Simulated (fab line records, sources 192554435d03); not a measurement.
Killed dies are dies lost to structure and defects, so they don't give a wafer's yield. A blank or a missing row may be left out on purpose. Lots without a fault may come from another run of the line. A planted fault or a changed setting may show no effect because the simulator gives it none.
Split-lot experiment | flow n5_finfet | 7 lots, 21 wafers read, on a route of 1938 steps

THE SPLIT
At N5_PASSIVATION_EXPOSE_41 (exposes mask PASS OPEN, defocus 0 nm, target cd 40000 nm), the setting dose_mj was moved away from the recipe's 57.25 on 6 of the 21 wafers read, by -6.1% to -1.9%. The other wafers ran this setting at the recipe's value.

FROM THE SPLIT TO THE READING: what the file shows between them, 3 steps
- N5_PASSIVATION_PEB_42
- N5_PASSIVATION_DEVELOP_43: develop time 60 s
- N5_PASSIVATION_HARDBAKE_45: time 120 s

THE READING
cd_nm, in nm, at N5_PASSIVATION_CD_MEAS_44 (target cd 40000 nm). Fault-free wafers of this fab line usually give 40001 nm, standard deviation 3 nm.

wafer  | tool, chamber at the split | dose_mj as run | against the recipe | cd_nm, nm | against lot-mates on the recipe
L076.1 | krf_scanner-02, 0          | 55.21          | -3.6%              | 39992     | no lot-mate on the recipe
L076.3 | krf_scanner-02, 0          | 55.21          | -3.6%              | 39991     | no lot-mate on the recipe
L076.5 | krf_scanner-02, 0          | 55.21          | -3.6%              | 39991     | no lot-mate on the recipe
L077.1 | krf_scanner-02, 0          | 57.25          | recipe             | 39999     | -
L077.2 | krf_scanner-02, 0          | 57.25          | recipe             | 40002     | -
L077.4 | krf_scanner-02, 0          | 57.25          | recipe             | 40001     | -
L081.2 | krf_scanner-02, 0          | 57.25          | recipe             | 40001     | -
L081.3 | krf_scanner-02, 0          | 57.25          | recipe             | 40003     | -
L081.5 | krf_scanner-02, 0          | 56.16          | -1.9%              | 39995     | -7
L086.4 | krf_scanner-02, 0          | 57.25          | recipe             | 40002     | -
L086.5 | krf_scanner-02, 0          | 57.25          | recipe             | 39997     | -
L086.6 | krf_scanner-02, 0          | 57.25          | recipe             | 40001     | -
L092.1 | krf_scanner-01, 0          | 57.25          | recipe             | 40002     | -
L092.3 | krf_scanner-01, 0          | 57.25          | recipe             | 39999     | -
L092.6 | krf_scanner-01, 0          | 57.25          | recipe             | 39999     | -
L094.1 | krf_scanner-02, 0          | 57.25          | recipe             | 39999     | -
L094.5 | krf_scanner-02, 0          | 57.25          | recipe             | 40000     | -
L094.6 | krf_scanner-02, 0          | 55.61          | -2.9%              | 39989     | -10
L096.1 | krf_scanner-02, 0          | 53.73          | -6.1%              | 39977     | -24
L096.5 | krf_scanner-02, 0          | 57.25          | recipe             | 40000     | -
L096.6 | krf_scanner-02, 0          | 57.25          | recipe             | 40001     | -

THE FIT
A straight line over all 21 wafers: cd_nm changes by +3.27 nm for each +1% of dose_mj; r = +0.95; the points scatter about the line by 1.9 nm.
The same after taking each lot's own level away (the mean of its wafers on the recipe; 18 wafers): +3.79 nm for each +1%; r = +0.98; scatter 1.3 nm.
On that fit, the largest move of dose_mj shifts the reading by 23 nm.
The lots' own levels span 39999.5 to 40002.0 nm, that is 0.8 times the standard deviation above.
So the lot-to-lot level changes the slope: the two fits differ.
Check: with one of the wafers moved furthest among these (-6.1%) left out of the fit, the line predicts -22.6 nm for it against its lot-mates. It came out at -23.5 nm against them.

OTHER SPLITS ON THESE WAFERS
These wafers also went through other splits before the reading. Each is held against what the fit with the lots' levels taken away leaves over:
other split on the same wafers    | wafers away from the commonest value | r with cd_nm (lot level and that fit taken away)
N5_BEOL_M14_DEP_53 time_s         | 6                                    | +0.16
N5_BEOL_M15_TRENCH_ETCH_34 time_s | 3                                    | -0.17
N5_BEOL_M15_SPUTTER_43 power_w    | 8                                    | -0.10
N5_PASSIVATION_ETCH_15 bias_w     | 3                                    | -0.11

THE FILE'S OWN FIT
cd_nm changes by +3.7 nm for each +1% of dose_mj, r = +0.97.
